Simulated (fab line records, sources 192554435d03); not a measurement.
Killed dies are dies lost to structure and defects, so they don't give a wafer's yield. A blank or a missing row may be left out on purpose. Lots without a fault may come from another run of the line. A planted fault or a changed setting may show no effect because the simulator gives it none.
fab line records | flow n5_finfet | part 1 of 2: steps 1 to 4 of 6
record lots=24 wafers=72 last_day=19
route steps=1938 shown BEOL_M0_SAQP@649 BEOL_M0_CUTY@708
lots that met no fault: from a run of the same line without faults
start_h: hours from the record's first day to the start of the lot's first wafer shown | wait_h: hours since the lot's step before | " the same as in the row above | L1.1+2: a row that stands for several wafers | - no value, or no start given | * or withheld: withheld | < > ~ a bound
route shown NAME@n: a module of which the file shows steps, and the number in the route of the first | usual: mean/standard deviation of fault-free wafers | same: alike in all rows | chamber/n: place in a boat | sites: the reading at each site | _std_site: their standard deviation | _edge_site: outer sites' mean less inner sites' | radius_mm: how far each site lies from the wafer's centre | mask NAME#n: copy n | behind: the tool/chamber that last shaped the wafer | hold: why the lot was held/for how many hours/how that ended | device: the transistor (n, p or np) that didn't switch | end of line: the same wafers' tests at the end of the route | a step without rows: its recipe alone | killed: dies lost to structure and defects at the first sort, not the wafer's yield | map: a wafer's dies, x killed, . not, _ none there
set.NAME: the setting as run; set.NAME@STEP: as run at that earlier step | model.NAME: the simulator's own value behind a step, which no gauge read
steps of the route over a sample of lots; a table a step, a row a wafer
services: from which hour (start_h, from the record's first day; less than 0 if before it) a tool's chamber was out of use, for how many hours, and why
## steps
# step N5_BEOL_M0_SAQP_CD_MEAS_14
# recipe target_cd_nm=42.5 landing_energy_ev=500 detector=se_inlens
# usual cd_nm=42.5/0.32
# columns lot.wafer tool chamber start_h wait_h cd_nm
L074.1 cd_sem-03 0 106.48 - 42.2
L074.2 " 0 " " 42.7
L074.6 " 0 " " 42.9
L075.2 cd_sem-01 0 112.66 - 42.1
L075.3 " 0 " " 42.4
L075.5 " 0 " " 42.7
L076.1 cd_sem-01 0 126.71 - 42.4
L076.4 " 0 " " 42.6
L076.5 " 0 " " 42.4
L077.2 cd_sem-03 0 126.87 - 42.2
L077.3 " 0 " " 41.9
L077.4 " 0 " " 41.9
L078.2 cd_sem-01 0 129.96 - 41.8
L078.5 " 0 " " 42.0
L078.6 " 0 " " 41.9
L079.1 cd_sem-03 0 134.98 - 42.8
L079.3 " 0 " " 42.4
L079.5 " 0 " " 43.0
L080.4 cd_sem-01 0 142.51 - 42.4
L080.5 " 0 " " 42.7
L080.6 " 0 " " 42.8
L081.2 cd_sem-02 0 149.22 - 41.9
L081.3 " 0 " " 42.5
L081.4 " 0 " " 42.6
L082.2 cd_sem-02 0 152.87 - 42.4
L082.3 " 0 " " 42.1
L082.5 " 0 " " 42.0
L083.2 cd_sem-01 0 160.33 - 42.5
L083.3 " 0 " " 42.5
L083.5 " 0 " " 42.7
L085.1 cd_sem-01 0 172.07 - 42.2
L085.2 " 0 " " 42.0
L085.5 " 0 " " 42.3
L084.3 cd_sem-01 0 177.64 - 42.4
L084.4 " 0 " " 42.1
L084.5 " 0 " " 42.2
L087.1 cd_sem-03 0 184.42 - 42.6
L087.4 " 0 " " 42.8
L087.6 " 0 " " 42.4
L086.1 cd_sem-01 0 187.86 - 42.3
L086.3 " 0 " " 42.7
L086.4 " 0 " " 42.3
L088.2 cd_sem-01 0 193.84 - 42.4
L088.3 " 0 " " 42.7
L088.6 " 0 " " 42.6
L089.1 cd_sem-03 0 197.26 - 42.4
L089.3 " 0 " " 43.3
L089.5 " 0 " " 43.1
L090.1 cd_sem-02 0 202.28 - 42.3
L090.2 " 0 " " 42.4
L090.3 " 0 " " 42.7
L091.3 cd_sem-02 0 209.02 - 42.3
L091.4 " 0 " " 41.7
L091.5 " 0 " " 41.8
L092.1 cd_sem-03 0 217.44 - 42.3
L092.3 " 0 " " 42.5
L092.4 " 0 " " 42.5
L093.1 cd_sem-01 0 221.16 - 42.5
L093.4 " 0 " " 42.7
L093.5 " 0 " " 42.2
L094.3 cd_sem-03 0 227.58 - 42.6
L094.4 " 0 " " 42.1
L094.6 " 0 " " 42.2
L095.2 cd_sem-02 0 233.48 - 42.6
L095.3 " 0 " " 42.6
L095.5 " 0 " " 42.7
L096.2 cd_sem-01 0 239.15 - 42.4
L096.3 " 0 " " 41.9
L096.5 " 0 " " 43.0
L097.3 cd_sem-01 0 243.39 - 42.8
L097.5 " 0 " " 42.8
L097.6 " 0 " " 42.9
# step N5_BEOL_M0_SAQP_MANDREL1_REMOVE_100
# recipe chemistry=HBr/Cl2/O2 bt_time_s=10 target=a-Si stop_on=SiNx endpoint=OES-SiCl over_etch_frac=0.85 icp_w=600 bias_w=30 HBr_flow_sccm=150 Cl2_flow_sccm=80 O2_flow_sccm=5 pressure_mtorr=10
# usual drypump_motor_current_A=5.7/0.49 mfc_cl2_sccm=79.99/0.22 oes_product_au=0.997/0.012 throttle_valve_pct=36.63/0.26
# columns lot.wafer tool chamber start_h wait_h drypump_motor_current_A mfc_cl2_sccm oes_product_au rf_hours_counter_h throttle_valve_pct
L074.1 rie_si-02 0 108.07 0.1 5.2 79.98 0.988 34 36.80
L074.2 " 1 " " 6.5 79.94 1.010 134 36.75
L074.6 " 1 " " 6.5 80.06 1.006 - 36.78
L075.2 rie_si-03 2 114.47 0.1 6.2 80.01 0.983 167 36.40
L075.3 " 0 " " 5.3 80.06 1.005 103 36.86
L075.5 " 3 " " 4.9 79.64 0.983 - 36.20
L076.1 rie_si-03 2 128.41 0.1 6.2 79.84 0.989 168 36.39
L076.4 " 1 " " 5.7 79.92 1.021 193 36.19
L076.5 " 3 " " 4.9 80.30 0.990 - 36.19
L077.2 rie_si-02 1 128.67 0.1 6.5 79.93 1.001 135 36.78
L077.3 " 2 " " 6.0 80.08 0.977 164 36.73
L077.4 " 0 " " 5.2 79.91 0.992 34 36.79
L078.2 rie_si-02 3 132.41 0.1 6.2 79.97 0.994 109 36.95
L078.5 " 3 " " 6.2 79.96 0.994 - 36.97
L078.6 " 2 " " 6.0 80.34 0.975 - 36.71
L079.1 rie_si-04 0 136.87 0.1 5.6 80.12 1.009 185 36.39
L079.3 " 2 " " 5.4 80.06 1.006 32 36.31
L079.5 " 3 " " 5.3 80.13 0.992 - 36.66
L080.4 rie_si-04 0 144.11 0.1 5.6 79.95 1.018 186 36.40
L080.5 " 3 " " 5.3 79.63 0.992 - 36.67
L080.6 " 0 " " 5.6 79.99 1.017 - 36.40
L081.2 rie_si-02 3 151.14 0.1 6.2 79.79 0.995 110 36.95
L081.3 " 1 " " 6.5 79.91 0.990 135 36.76
L081.4 " 2 " " 6.0 79.38 0.974 165 36.73
L082.2 rie_si-03 2 155.54 0.1 6.2 79.77 0.991 168 36.39
L082.3 " 3 " " 4.9 80.12 0.995 64 36.18
L082.5 " 0 " " 5.4 80.02 1.026 - 36.89
L083.2 rie_si-03 2 162.11 0.1 6.2 79.98 0.984 168 36.40
L083.3 " 0 " " 5.3 80.01 1.013 104 36.86
L083.5 " 0 " " 5.3 80.28 1.017 - 36.88
L085.1 rie_si-04 3 173.61 0.1 5.3 79.97 0.993 36 36.66
L085.2 " 2 " " 5.4 79.91 1.012 33 36.28
L085.5 " 2 " " 5.4 79.85 1.001 - 36.27
L084.3 rie_si-02 1 179.19 0.1 6.5 80.05 0.994 135 36.77
L084.4 " 2 " " 6.0 80.22 0.984 165 36.71
L084.5 " 2 " " 6.0 79.91 0.984 - 36.72
L087.1 rie_si-02 2 186.37 0.1 6.0 79.80 0.978 165 36.70
L087.4 " 3 " " 6.2 79.76 1.002 110 36.95
L087.6 " 3 " " 6.2 79.82 1.001 - 36.95
L086.1 rie_si-03 3 189.73 0.1 4.9 79.96 0.985 65 36.20
L086.3 " 0 " " 5.3 79.90 1.021 104 36.88
L086.4 " 1 " " 5.7 80.44 1.009 0 36.34
L088.2 rie_si-04 3 196.16 0.1 5.2 79.96 0.990 36 36.64
L088.3 " 2 " " 5.4 80.15 1.009 33 36.28
L088.6 " 1 " " 6.1 79.86 0.999 - 36.94
L089.1 rie_si-02 3 198.99 0.1 6.1 79.96 1.009 111 36.96
L089.3 " 1 " " 6.5 79.75 0.991 136 36.77
L089.5 " 1 " " 6.5 79.88 0.998 - 36.77
L090.1 rie_si-02 1 204.58 0.1 6.5 80.09 1.001 136 36.76
L090.2 " 2 " " 6.0 79.96 0.987 166 36.70
L090.3 " 3 " " 6.2 79.73 1.002 111 36.96
L091.3 rie_si-02 2 210.93 0.1 6.0 80.12 0.986 166 36.71
L091.4 " 1 " " 6.5 79.76 0.999 136 36.76
L091.5 " 2 " " 6.0 80.45 0.985 - 36.72
L092.1 rie_si-03 1 218.98 0.1 5.7 80.18 0.986 1 36.34
L092.3 " 3 " " 4.9 80.47 0.988 66 36.20
L092.4 " 2 " " 6.2 80.10 0.981 169 36.41
L093.1 rie_si-02 3 223.17 0.1 6.2 79.89 0.993 111 36.94
L093.4 " 1 " " 6.5 80.20 0.996 136 36.78
L093.5 " 0 " " 5.2 80.12 0.983 - 36.80
L094.3 rie_si-03 2 229.11 0.1 6.2 80.28 0.986 170 36.39
L094.4 " 3 " " 4.9 79.88 0.981 66 36.19
L094.6 " 2 " " 6.2 79.97 0.981 - 36.42
L095.2 rie_si-04 3 235.26 0.1 5.2 80.12 0.996 37 36.66
L095.3 " 1 " " 6.1 79.75 0.999 3 36.94
L095.5 " 2 " " 5.4 79.58 1.013 - 36.29
L096.2 rie_si-04 2 240.69 0.1 5.4 80.01 1.013 34 36.28
L096.3 " 1 " " 6.1 79.67 0.998 4 36.94
L096.5 " 1 " " 6.1 79.88 1.005 - 36.94
L097.3 rie_si-04 3 245.33 0.1 5.3 80.00 0.982 37 36.65
L097.5 " 1 " " 6.1 80.13 1.005 - 36.94
L097.6 " 2 " " 5.4 80.32 1.017 - 36.29
# step N5_BEOL_M0_SAQP_ETCH_101
# recipe chemistry=CH3F/O2 target=SiNx mask_material=SiO2 target_depth_a=299 time_s=42.7 pressure_mtorr=30 source_w=395 bias_w=73 Ar_flow_sccm=150 CH3F_flow_sccm=30 O2_flow_sccm=20 ion_energy_ev=120
# usual drypump_motor_current_A=5.6/0.46 oes_f_703_au=0.78/0.091 oes_product_au=0.79/0.098 rf_vpp_V=299.2/2.1 showerhead_plenum_p_Torr=2.02/0.07 throttle_valve_pct=16.32/0.19
# columns lot.wafer tool chamber start_h wait_h drypump_motor_current_A oes_f_703_au oes_product_au rf_hours_counter_h rf_vpp_V showerhead_plenum_p_Torr throttle_valve_pct
L074.1 rie_diel-03 3 108.22 0.0 5.9 0.75 0.76 149 297.7 2.00 16.38
L074.2 " 2 " " 6.4 0.73 0.72 202 301.9 2.06 16.55
L074.6 " 3 " " 5.9 0.75 0.76 - 297.2 2.00 16.38
L075.2 rie_diel-06 2 114.62 0.0 6.2 0.80 0.82 101 298.6 1.85 16.24
L075.3 " 3 " " 5.4 0.91 0.93 18 301.9 2.13 15.91
L075.5 " 0 " " 5.9 0.98 0.99 - 298.3 1.96 16.25
L076.1 rie_diel-06 0 128.55 0.0 5.9 0.96 0.96 11 299.2 1.96 16.26
L076.4 " 1 " " 5.1 0.71 0.72 208 298.1 1.90 16.63
L076.5 " 0 " " 5.9 0.97 0.97 - 299.0 1.96 16.26
L077.2 rie_diel-06 2 128.82 0.0 6.2 0.81 0.82 105 298.0 1.85 16.22
L077.3 " 3 " " 5.4 0.90 0.92 22 301.5 2.13 15.94
L077.4 " 1 " " 5.0 0.71 0.71 208 301.3 1.90 16.61
L078.2 rie_diel-02 2 132.56 0.0 5.6 0.74 0.75 153 301.3 2.08 16.17
L078.5 " 2 " " 5.6 0.74 0.75 - 301.5 2.08 16.19
L078.6 " 3 " " 5.9 0.76 0.75 - 296.6 2.01 16.11
L079.1 rie_diel-06 3 137.02 0.0 5.4 0.89 0.91 25 300.2 2.13 15.93
L079.3 " 2 " " 6.2 0.79 0.80 107 296.4 1.85 16.24
L079.5 " 1 " " 5.1 0.71 0.71 - 299.0 1.90 16.64
L080.4 rie_diel-02 3 144.52 0.3 5.9 0.76 0.75 132 296.4 2.00 16.09
L080.5 " 2 " " 5.7 0.74 0.75 - 302.0 2.07 16.19
L080.6 " 1 " " 5.1 0.71 0.72 - 299.8 2.06 16.44
L081.2 rie_diel-03 3 151.29 0.0 5.9 0.74 0.75 164 297.9 2.00 16.39
L081.3 " 2 " " 6.3 0.72 0.71 217 300.2 2.06 16.57
L081.4 " 1 " " 5.6 0.90 0.93 26 302.2 2.05 16.25
L082.2 rie_diel-03 1 155.69 0.0 5.6 0.91 0.93 27 300.2 2.05 16.23
L082.3 " 0 " " 5.5 0.77 0.78 124 297.5 2.01 16.42
L082.5 " 0 " " 5.5 0.76 0.78 - 298.2 2.01 16.40
L083.2 rie_diel-02 3 162.26 0.0 5.9 0.75 0.75 138 294.7 2.00 16.11
L083.3 " 0 " " 4.7 0.67 0.68 246 297.4 2.06 16.67
L083.5 " 1 " " 5.0 0.72 0.72 - 298.6 2.06 16.44
L085.1 rie_diel-06 0 173.76 0.0 5.9 0.93 0.94 25 298.7 1.96 16.29
L085.2 " 3 " " 5.4 0.86 0.89 36 300.9 2.13 15.95
L085.5 " 2 " " 6.2 0.78 0.80 - 299.3 1.85 16.26
L084.3 rie_diel-02 3 179.34 0.0 5.9 0.75 0.74 143 295.1 2.00 16.12
L084.4 " 1 " " 5.1 0.71 0.71 - 300.3 2.05 16.44
L084.5 " 3 " " 5.9 0.75 0.74 - 293.9 2.00 16.12
L087.1 rie_diel-02 1 186.52 0.0 5.0 0.71 0.71 233 299.5 2.05 16.48
L087.4 " 2 " " 5.7 0.73 0.73 - 300.6 2.07 16.24
L087.6 " 1 " " 5.1 0.71 0.71 - 300.2 2.05 16.48
L086.1 rie_diel-03 0 189.88 0.0 5.5 0.74 0.77 135 300.3 2.01 16.42
L086.3 " 1 " " 5.6 0.87 0.90 38 301.8 2.04 16.25
L086.4 " 3 " " 5.9 0.74 0.74 177 298.4 1.99 16.44
L088.2 rie_diel-03 3 196.31 0.0 5.9 0.73 0.73 179 297.3 1.99 16.44
L088.3 " 0 " " 5.5 0.75 0.76 138 299.7 2.01 16.43
L088.6 " 3 " " 5.9 0.73 0.73 - 297.0 1.99 16.44
L089.1 rie_diel-02 1 199.14 0.0 5.1 0.70 0.70 239 300.2 2.05 16.48
L089.3 " 2 " " 5.6 0.72 0.73 178 300.6 2.07 16.24
L089.5 " 2 " " 5.7 0.72 0.73 - 301.4 2.07 16.24
L090.1 rie_diel-06 1 204.73 0.0 5.1 0.69 0.70 231 297.9 1.89 16.67
L090.2 " 0 " " 5.9 0.92 0.92 34 298.7 1.95 16.30
L090.3 " 2 " " 6.2 0.78 0.79 127 299.1 1.84 16.28
L091.3 rie_diel-02 3 211.08 0.0 5.9 0.74 0.73 156 295.6 2.00 16.14
L091.4 " 2 " " 5.7 0.72 0.72 183 300.0 2.07 16.26
L091.5 " 1 " " 5.1 0.70 0.69 - 299.5 2.05 16.47
L092.1 rie_diel-02 3 219.12 0.0 5.9 0.74 0.73 158 293.4 2.00 16.15
L092.3 " 2 " " 5.6 0.71 0.72 185 300.6 2.07 16.25
L092.4 " 1 " " 5.1 0.70 0.69 245 299.4 2.05 16.47
L093.1 rie_diel-02 0 223.32 0.0 4.7 0.95 0.98 7 299.2 2.05 16.21
L093.4 " 1 " " 5.1 0.70 0.69 246 300.3 2.05 16.47
L093.5 " 2 " " 5.6 0.71 0.72 - 300.2 2.06 16.26
L094.3 rie_diel-02 3 229.38 0.2 5.9 0.74 0.72 161 294.8 1.99 16.16
L094.4 " 2 " " 5.6 0.72 0.71 188 302.7 2.06 16.27
L094.6 " 0 " " 4.7 0.95 0.98 - 299.5 2.05 16.21
L095.2 rie_diel-02 2 235.41 0.0 5.6 0.72 0.73 190 301.9 2.06 16.26
L095.3 " 1 " " 5.1 0.69 0.70 250 299.4 2.05 16.50
L095.5 " 2 " " 5.6 0.72 0.72 - 300.0 2.06 16.27
L096.2 rie_diel-03 1 240.84 0.0 5.6 0.87 0.89 51 301.2 2.04 16.27
L096.3 " 0 " " 5.5 0.74 0.75 150 298.0 2.00 16.45
L096.5 " 0 " " 5.5 0.74 0.75 - 299.4 2.00 16.47
L097.3 rie_diel-06 3 245.80 0.3 5.4 0.85 0.86 56 301.7 2.12 15.99
L097.5 " 1 " " 5.1 0.69 0.68 - 301.0 1.89 16.68
L097.6 " 2 " " 6.2 0.76 0.78 - 297.3 1.84 16.31
# step N5_BEOL_M0_SAQP_MANDREL2_REMOVE_110
# recipe chemistry=HBr/Cl2/O2 bt_time_s=10 target=a-Si stop_on=SiCN endpoint=OES-SiCl over_etch_frac=1 icp_w=600 bias_w=30 HBr_flow_sccm=150 Cl2_flow_sccm=80 O2_flow_sccm=5 pressure_mtorr=10
# usual drypump_motor_current_A=5.8/0.49 mfc_cl2_sccm=80.03/0.29 oes_product_au=0.998/0.013 throttle_valve_pct=36.64/0.26
# columns lot.wafer tool chamber start_h wait_h drypump_motor_current_A mfc_cl2_sccm oes_product_au rf_hours_counter_h throttle_valve_pct
L074.1 rie_si-04 0 109.83 0.1 5.6 80.19 1.019 185 36.39
L074.2 " 1 " " 6.1 80.47 1.003 2 36.94
L074.6 " 2 " " 5.4 80.07 1.014 - 36.29
L075.2 rie_si-02 2 116.30 0.1 6.0 79.90 0.980 164 36.72
L075.3 " 1 " " 6.5 79.78 0.996 134 36.77
L075.5 " 2 " " 6.0 79.80 0.978 - 36.70
L076.1 rie_si-04 0 130.18 0.1 5.6 79.95 1.015 185 36.40
L076.4 " 2 " " 5.4 79.95 1.010 32 36.29
L076.5 " 0 " " 5.6 80.06 1.016 - 36.39
L077.2 rie_si-02 1 130.76 0.1 6.5 79.98 0.992 135 36.77
L077.3 " 0 " " 5.2 79.71 0.983 34 36.79
L077.4 " 2 " " 6.0 80.25 0.980 164 36.71
L078.2 rie_si-03 2 134.28 0.1 6.2 79.51 0.976 168 36.41
L078.5 " 1 " " 5.7 80.40 1.025 - 36.19
L078.6 " 0 " " 5.3 79.91 1.008 - 36.87
L079.1 rie_si-02 3 138.64 0.1 6.2 79.83 1.004 109 36.96
L079.3 " 0 " " 5.2 79.79 0.976 34 36.79
L079.5 " 1 " " 6.5 80.28 1.005 - 36.76
L080.4 rie_si-03 3 146.16 0.1 4.9 80.10 0.996 64 36.19
L080.5 " 1 " " 5.7 80.55 1.036 - 36.19
L080.6 " 2 " " 6.2 80.31 0.993 - 36.40
L081.2 rie_si-03 2 152.90 0.1 6.2 80.10 0.984 168 36.40
L081.3 " 0 " " 5.3 79.84 1.009 104 36.87
L081.4 " 0 " " 5.3 80.18 1.004 - 36.88
L082.2 rie_si-02 1 157.43 0.1 6.5 80.52 1.010 135 36.77
L082.3 " 2 " " 6.0 79.75 0.979 165 36.71
L082.5 " 0 " " 5.2 79.90 0.991 - 36.79
L083.2 rie_si-04 3 164.15 0.1 5.2 80.44 0.984 36 36.65
L083.3 " 1 " " 6.1 79.61 1.004 2 36.95
L083.5 " 2 " " 5.4 79.75 1.011 - 36.26
L085.1 rie_si-04 2 175.40 0.1 5.4 80.15 1.016 33 36.29
L085.2 " 3 " " 5.2 80.05 0.989 36 36.65
L085.5 " 2 " " 5.4 80.26 1.008 - 36.29
L084.3 rie_si-02 3 181.55 0.1 6.2 79.51 0.997 110 36.93
L084.4 " 0 " " 5.2 79.13 0.986 35 36.79
L084.5 " 1 " " 6.5 79.85 0.987 - 36.78
L087.1 rie_si-02 2 188.40 0.1 6.0 80.12 0.985 166 36.71
L087.4 " 0 " " 5.2 79.94 0.995 35 36.79
L087.6 " 0 " " 5.2 79.98 0.999 - 36.79
L086.1 rie_si-02 2 191.64 0.1 6.0 79.74 0.980 166 36.71
L086.3 " 0 " " 5.2 80.20 0.994 35 36.80
L086.4 " 1 " " 6.5 79.78 0.999 136 36.76
L088.2 rie_si-03 0 198.04 0.1 5.3 79.97 1.020 104 36.87
L088.3 " 2 " " 6.2 80.14 0.976 169 36.41
L088.6 " 3 " " 4.9 79.95 0.981 - 36.18
L089.1 rie_si-03 3 200.76 0.1 4.9 80.12 0.987 65 36.19
L089.3 " 2 " " 6.2 80.10 0.980 169 36.39
L089.5 " 0 " " 5.3 80.02 1.024 - 36.87
L090.1 rie_si-02 1 206.34 0.1 6.5 80.18 0.995 136 36.77
L090.2 " 0 " " 5.2 79.57 0.990 36 36.78
L090.3 " 3 " " 6.2 80.13 1.001 111 36.94
L091.3 rie_si-02 1 212.81 0.1 6.5 79.75 1.006 136 36.78
L091.4 " 3 " " 6.2 79.60 0.996 111 36.95
L091.5 " 3 " " 6.2 79.47 1.004 - 36.95
L092.1 rie_si-03 3 220.86 0.1 5.0 80.43 0.991 66 36.18
L092.3 " 2 " " 6.2 79.90 0.987 170 36.41
L092.4 " 1 " " 5.7 79.61 0.995 1 36.34
L093.1 rie_si-03 0 225.03 0.1 5.4 79.66 1.018 105 36.86
L093.4 " 2 " " 6.2 79.76 0.995 170 36.39
L093.5 " 2 " " 6.2 79.90 0.985 - 36.40
L094.3 rie_si-03 2 230.99 0.1 6.2 79.90 0.989 170 36.41
L094.4 " 3 " " 4.9 79.69 0.997 66 36.17
L094.6 " 0 " " 5.3 79.89 1.016 - 36.88
L095.2 rie_si-02 2 237.03 0.1 6.0 80.57 0.970 167 36.72
L095.3 " 1 " " 6.5 80.10 1.000 137 36.78
L095.5 " 3 " " 6.2 80.61 0.981 - 36.93
L096.2 rie_si-04 3 242.45 0.1 5.2 79.96 0.991 37 36.67
L096.3 " 2 " " 5.4 80.09 1.017 34 36.29
L096.5 " 1 " " 6.2 80.15 1.002 - 36.95
L097.3 rie_si-02 2 247.43 0.1 6.0 80.22 0.983 167 36.71
L097.5 " 1 " " 6.5 80.11 1.012 - 36.76
L097.6 " 2 " " 6.0 79.75 0.986 - 36.70
